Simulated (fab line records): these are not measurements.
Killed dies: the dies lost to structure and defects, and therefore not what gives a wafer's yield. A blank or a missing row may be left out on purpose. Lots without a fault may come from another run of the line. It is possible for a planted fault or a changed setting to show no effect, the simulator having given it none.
What tool caused it? | flow n5Finfet | 30 wafers from 10 lots sampled at 5 of the route's 1938 steps

== WHAT EACH GAUGE READ, for each wafer ==
No reading from a measuring or inspecting step in the record can be judged against a usual standard deviation.

== TOOL THAT RAN EACH LOT (tool first, then ch and the chambers of the sampled wafers, then the start) ==
lot  | N5_FIN_SAQP_ETCH_65            | N5_FIN_SAQP_SPACER2_ETCHBACK_29  | N5_FIN_SAQP_MANDREL2_REMOVE_60 | N5_FIN_SAQP_ETCH_34              | N5_PASSIVATION_PROBE_49
L991 | rieSi-01 ch 1,2,3, day 2 01:17 | rieDiel-05 ch 1,2, day 2 02:29   | rieSi-04 ch 0,1,2, day 2 02:35 | rieDiel-05 ch 0,3, day 2 02:48   | prober-01, day 14 14:28
L997 | rieSi-01 ch 0,1,2, day 3 12:43 | rieDiel-05 ch 1,2,3, day 3 14:03 | rieSi-01 ch 0,1,3, day 3 14:08 | rieDiel-03 ch 1,2,3, day 3 14:22 | prober-01, day 15 13:08
L998 | rieSi-02 ch 0,1,3, day 3 17:41 | rieDiel-01 ch 1,2, day 3 19:07   | rieSi-02 ch 0,2, day 3 19:12   | rieDiel-05 ch 0,2, day 3 19:26   | prober-02, day 15 10:07
L102 | rieSi-04 ch 0,2, day 4 20:17   | rieDiel-03 ch 0,3, day 4 22:42   | rieSi-04 ch 0,1, day 4 22:47   | rieDiel-03 ch 1,2,3, day 4 23:01 | prober-02, day 15 21:22
L103 | rieSi-01 ch 0,1, day 5 02:01   | rieDiel-03 ch 0,1,2, day 5 04:20 | rieSi-02 ch 1,3, day 5 04:25   | rieDiel-03 ch 2,3, day 5 04:39   | prober-01, day 17 10:20
L105 | rieSi-01 ch 1,2,3, day 5 11:35 | rieDiel-01 ch 1,2, day 5 12:47   | rieSi-02 ch 0,1,3, day 5 12:52 | rieDiel-05 ch 1,2,3, day 5 13:10 | prober-02, day 17 23:08
L107 | rieSi-02 ch 1,3, day 5 23:52   | rieDiel-03 ch 1,2, day 6 01:07   | rieSi-04 ch 1,2,3, day 6 01:12 | rieDiel-05 ch 0,1,2, day 6 01:26 | prober-01, day 17 19:53
L108 | rieSi-02 ch 1,2,3, day 6 06:06 | rieDiel-01 ch 1,3, day 6 07:19   | rieSi-04 ch 0,1,2, day 6 07:24 | rieDiel-05 ch 0,1,3, day 6 07:38 | prober-02, day 18 17:21
L110 | rieSi-04 ch 1,2, day 6 19:35   | rieDiel-05 ch 2,3, day 6 20:48   | rieSi-02 ch 1,2,3, day 6 20:53 | rieDiel-01 ch 1,3, day 6 21:10   | prober-01, day 19 12:38
L112 | rieSi-01 ch 0,1,3, day 7 06:02 | rieDiel-03 ch 1,3, day 7 07:14   | rieSi-04 ch 2,3, day 7 07:20   | rieDiel-03 ch 2,3, day 7 07:34   | prober-02, day 18 22:17
- N5_FIN_SAQP_ETCH_65: etches SiO2 in CF4, target depth 4 nm, time 4.4 s.
- N5_FIN_SAQP_SPACER2_ETCHBACK_29: etches SiO2 in CHF3/O2, target depth 12.2 nm, time 6.1 s.
- N5_FIN_SAQP_MANDREL2_REMOVE_60: chemistry HBr/Cl2/O2, target a-Si, stops on SiNx, bt time 10 s.
- N5_FIN_SAQP_ETCH_34: etches SiO2 in C4F6/O2, target depth 45 nm, time 15 s.
- N5_PASSIVATION_PROBE_49

== AS READ BY THE TOOLS THEMSELVES (means over the sampled wafers that have a number; for cases with no such wafer, the mark the record gives instead) ==
N5_FIN_SAQP_ETCH_65. Usual: chamberPressureMTorr 10.002 mTorr, standard deviation 0.008; drypumpMotorCurrentA 5.8 A, standard deviation 0.46; oesProductAu 0.997 a.u., standard deviation 0.018; rfFwdPowerW 791 W, standard deviation 3.4; throttleValvePct 21.77 %, standard deviation 0.22.
lot  | tool     | chamberPressureMTorr (mTorr) | drypumpMotorCurrentA (A) | oesProductAu (a.u.) | rfFwdPowerW (W) | throttleValvePct (%) | flag
L991 | rieSi-01 | 9.997                        | 6.0                      | 0.990               | 791             | 21.67                | 
L997 | rieSi-01 | 10.004                       | 6.0                      | 0.994               | 789             | 21.72                | 
L998 | rieSi-02 | 10.000                       | 5.8                      | 1.009               | 789             | 21.87                | 
L102 | rieSi-04 | 9.994                        | 6.1                      | 1.004               | 791             | 21.37                | 
L103 | rieSi-01 | 10.001                       | 6.1                      | 0.989               | 788             | 21.65                | 
L105 | rieSi-01 | 10.009                       | 6.0                      | 0.991               | 791             | 21.69                | 
L107 | rieSi-02 | 10.003                       | 5.9                      | 0.994               | 786             | 21.78                | 
L108 | rieSi-02 | 10.000                       | 5.9                      | 1.001               | 788             | 21.89                | 
L110 | rieSi-04 | 10.001                       | 5.6                      | 1.014               | 793             | 21.48                | 
L112 | rieSi-01 | 10.007                       | 6.0                      | 0.983               | 789             | 21.61                | 

N5_FIN_SAQP_SPACER2_ETCHBACK_29. Usual: chamberPressureMTorr is 30.000 mTorr with standard deviation 0.029, drypumpMotorCurrentA is 5.7 A with standard deviation 0.39, oes_o_777_au is 0.80 a.u. with standard deviation 0.12, oesProductAu is 0.80 a.u. with standard deviation 0.11, rfVppV is 531 V with standard deviation 9.5, showerheadPlenumPTorr is 2.40 Torr with standard deviation 0.1, and throttleValvePct is 18.94 % with standard deviation 0.23.
lot  | tool       | chamberPressureMTorr (mTorr) | drypumpMotorCurrentA (A) | oes_o_777_au (a.u.) | oesProductAu (a.u.) | rfVppV (V) | showerheadPlenumPTorr (Torr) | throttleValvePct (%) | flag
L991 | rieDiel-05 | 29.990                       | 5.6                      | 0.78                | 0.78                | 523        | 2.45                         | 18.99                | 
L997 | rieDiel-05 | 30.021                       | 5.6                      | 0.78                | 0.79                | 529        | 2.47                         | 18.98                | 
L998 | rieDiel-01 | 29.999                       | 5.6                      | 0.89                | 0.88                | 527        | 2.37                         | 18.73                | 
L102 | rieDiel-03 | 29.993                       | 5.9                      | 0.71                | 0.71                | 532        | 2.32                         | 18.74                | 
L103 | rieDiel-03 | 29.994                       | 5.6                      | 0.78                | 0.78                | 534        | 2.38                         | 18.93                | 
L105 | rieDiel-01 | 30.002                       | 5.3                      | 0.76                | 0.77                | 535        | 2.36                         | 18.85                | 
L107 | rieDiel-03 | 29.980                       | 5.6                      | 0.77                | 0.76                | 534        | 2.39                         | 19.04                | 
L108 | rieDiel-01 | 30.008                       | 6.3                      | 0.94                | 0.93                | 533        | 2.51                         | 19.01                | 
L110 | rieDiel-05 | 30.012                       | 5.6                      | 0.83                | 0.81                | 535        | 2.51                         | 18.83                | 
L112 | rieDiel-03 | 30.004                       | 6.1                      | 0.79                | 0.79                | 541        | 2.44                         | 18.75                | 

N5_FIN_SAQP_MANDREL2_REMOVE_60. Usual: HBr_flow_sccm 150.0 sccm, standard deviation 0.45; chamberPressureMTorr 10.000 mTorr, standard deviation 0.0092; drypumpMotorCurrentA 5.7 A, standard deviation 0.51; oes_o_777_au 0.993 a.u., standard deviation 0.027; oesProductAu 0.998 a.u., standard deviation 0.018; throttleValvePct 36.7 %, standard deviation 0.35.
lot  | tool     | HBr_flow_sccm (sccm) | chamberPressureMTorr (mTorr) | drypumpMotorCurrentA (A) | oes_o_777_au (a.u.) | oesProductAu (a.u.) | throttleValvePct (%) | flag
L991 | rieSi-04 | 150.0                | 10.010                       | 5.8                      | 1.003               | 0.999               | 36.4                 | 
L997 | rieSi-01 | 150.5                | 9.998                        | 6.0                      | 0.973               | 0.991               | 36.4                 | 
L998 | rieSi-02 | 149.7                | 10.002                       | 5.7                      | 1.007               | 0.982               | 37.1                 | 
L102 | rieSi-04 | 149.8                | 10.005                       | 5.4                      | 0.977               | 1.000               | 36.5                 | 
L103 | rieSi-02 | 150.1                | 9.990                        | 6.1                      | 0.981               | 1.018               | 37.1                 | 
L105 | rieSi-02 | 149.8                | 10.001                       | 5.8                      | 0.988               | 1.010               | 37.0                 | 
L107 | rieSi-04 | 150.1                | 9.999                        | 5.3                      | 0.997               | 1.005               | 36.5                 | 
L108 | rieSi-04 | 150.1                | 10.004                       | 5.8                      | 0.999               | 1.000               | 36.4                 | 
L110 | rieSi-02 | 150.1                | 10.011                       | 6.0                      | 0.990               | 0.991               | 37.1                 | 
L112 | rieSi-04 | 150.0                | 9.995                        | 5.3                      | 1.017               | 1.006               | 36.6                 | 

N5_FIN_SAQP_ETCH_34. Usual: chamberPressureMTorr 30.003 mTorr, standard deviation 0.027; drypumpMotorCurrentA 5.7 A, standard deviation 0.37; etchRfOnTimeS 14.94 s, standard deviation 0.3; oes_o_777_au 0.80 a.u., standard deviation 0.11; oesProductAu 0.68 a.u., standard deviation 0.091; rfFwdPowerW 336.4 W, standard deviation 1.1; rfVppV 675 V, standard deviation 12; showerheadPlenumPTorr 2.83 Torr, standard deviation 0.13; throttleValvePct 21.10 %, standard deviation 0.24.
lot  | tool       | chamberPressureMTorr (mTorr) | drypumpMotorCurrentA (A) | etchRfOnTimeS (s) | oes_o_777_au (a.u.) | oesProductAu (a.u.) | rfFwdPowerW (W) | rfVppV (V) | showerheadPlenumPTorr (Torr) | throttleValvePct (%) | flag
L991 | rieDiel-05 | 30.003                       | 5.5                      | 14.82             | 0.81                | 0.69                | 335.4           | 661        | 2.75                         | 21.26                | 
L997 | rieDiel-03 | 29.995                       | 5.9                      | 14.80             | 0.81                | 0.69                | 337.1           | 684        | 2.86                         | 21.02                | 
L998 | rieDiel-05 | 29.995                       | 5.6                      | 14.93             | 0.90                | 0.77                | 336.3           | 672        | 2.88                         | 20.96                | 
L102 | rieDiel-03 | 30.003                       | 5.8                      | 14.96             | 0.80                | 0.67                | 336.1           | 684        | 2.85                         | 21.04                | 
L103 | rieDiel-03 | 29.975                       | 5.9                      | 15.13             | 0.72                | 0.61                | 335.8           | 679        | 2.75                         | 21.10                | 
L105 | rieDiel-05 | 30.012                       | 5.6                      | 15.33             | 0.71                | 0.64                | 309.3           | 704        | 2.92                         | 21.17                | OFF
L107 | rieDiel-05 | 30.004                       | 5.6                      | 15.79             | 0.73                | 0.66                | 309.6           | 696        | 2.82                         | 21.17                | OFF
L108 | rieDiel-05 | 30.001                       | 5.6                      | 15.54             | 0.68                | 0.62                | 308.2           | 694        | 2.80                         | 21.33                | OFF
L110 | rieDiel-01 | 29.996                       | 6.3                      | 14.69             | 0.95                | 0.78                | 336.6           | 675        | 2.96                         | 21.23                | 
L112 | rieDiel-03 | 29.992                       | 6.2                      | 14.82             | 0.71                | 0.61                | 337.0           | 683        | 2.78                         | 20.99                | 

N5_PASSIVATION_PROBE_49. Usual: killed_at_M0_to_M3 33, standard deviation 11; killed_at_M4_up 14, standard deviation 5; killedAtContacts 11, standard deviation 7.3; killedAtFrontEnd 43, standard deviation 12; killedAtOther 4, standard deviation 3.1; killedDies 106, standard deviation 17; killedOnRim 14, standard deviation 3.8; killedOpen 69, standard deviation 13; killedShort 34, standard deviation 8.7.
lot  | tool      | killed_at_M0_to_M3 | killed_at_M4_up | killedAtContacts | killedAtFrontEnd | killedAtOther | killedDies | killedOnRim | killedOpen | killedShort | flag
L991 | prober-01 | 28                 | 14              | 8                | 60               | 1             | 112        | 16          | 77         | 32          | 
L997 | prober-01 | 40                 | 17              | 7                | 34               | 5             | 104        | 12          | 65         | 37          | 
L998 | prober-02 | 28                 | 9               | 14               | 45               | 2             | 98         | 14          | 51         | 45          | 
L102 | prober-02 | 34                 | 16              | 8                | 56               | 3             | 117        | 16          | 70         | 43          | 
L103 | prober-01 | 31                 | 14              | 7                | 61               | 4             | 117        | 14          | 73         | 41          | 
L105 | prober-02 | 29                 | 15              | 36               | 44               | 4             | 128        | 16          | 95         | 28          | OFF
L107 | prober-01 | 35                 | 14              | 2                | 48               | 6             | 105        | 13          | 71         | 30          | 
L108 | prober-02 | 33                 | 18              | 14               | 47               | 4             | 116        | 17          | 77         | 38          | 
L110 | prober-01 | 40                 | 14              | 8                | 31               | 5             | 98         | 13          | 63         | 34          | 
L112 | prober-02 | 31                 | 18              | 7                | 38               | 4             | 99         | 17          | 60         | 35          | 

== THE ANSWER, worked out from the rows above alone ==
Rule: lot off if the mean of its wafers having a number is beyond 3 standard deviations from the usual mean. A lot without any number at a reading at which 4 lots or more have one is off too. The other lots that the step has rows for count as sound. The gauges are gone through in route order, then the tools' own readings, and for those a lot's mean is taken as printed above. At the first step where some lot is off, the reading lying furthest off is the one used; lots without a number count as furthest.
Off: L105, L107, L108 (N5_FIN_SAQP_ETCH_34, rfFwdPowerW).
A tool fits if, at that step or a process step before it, it ran every lot that is off, and no sound lot after the first of them. One fits: rieDiel-05 at N5_FIN_SAQP_ETCH_34. A fault onset in the window from L998 (day 3 19:26, its last sound lot) to L105 (day 5 13:10, its first lot off) fits.
The tool's own readings at N5_FIN_SAQP_ETCH_34 bear it out: on the lots that are off they differ by more than 5 times the standard deviation of the sound lots' means. etchRfOnTimeS reads 15.55 s there against 14.88 s on the sound lots; rfFwdPowerW reads 309.0 W there against 336.3 W on the sound lots.

== WHAT HAD BEEN PUT IN BY THE SIMULATOR ==
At N5_FIN_SAQP_ETCH_34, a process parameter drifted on rieDiel-05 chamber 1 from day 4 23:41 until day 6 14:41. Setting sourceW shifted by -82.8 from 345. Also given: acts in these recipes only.
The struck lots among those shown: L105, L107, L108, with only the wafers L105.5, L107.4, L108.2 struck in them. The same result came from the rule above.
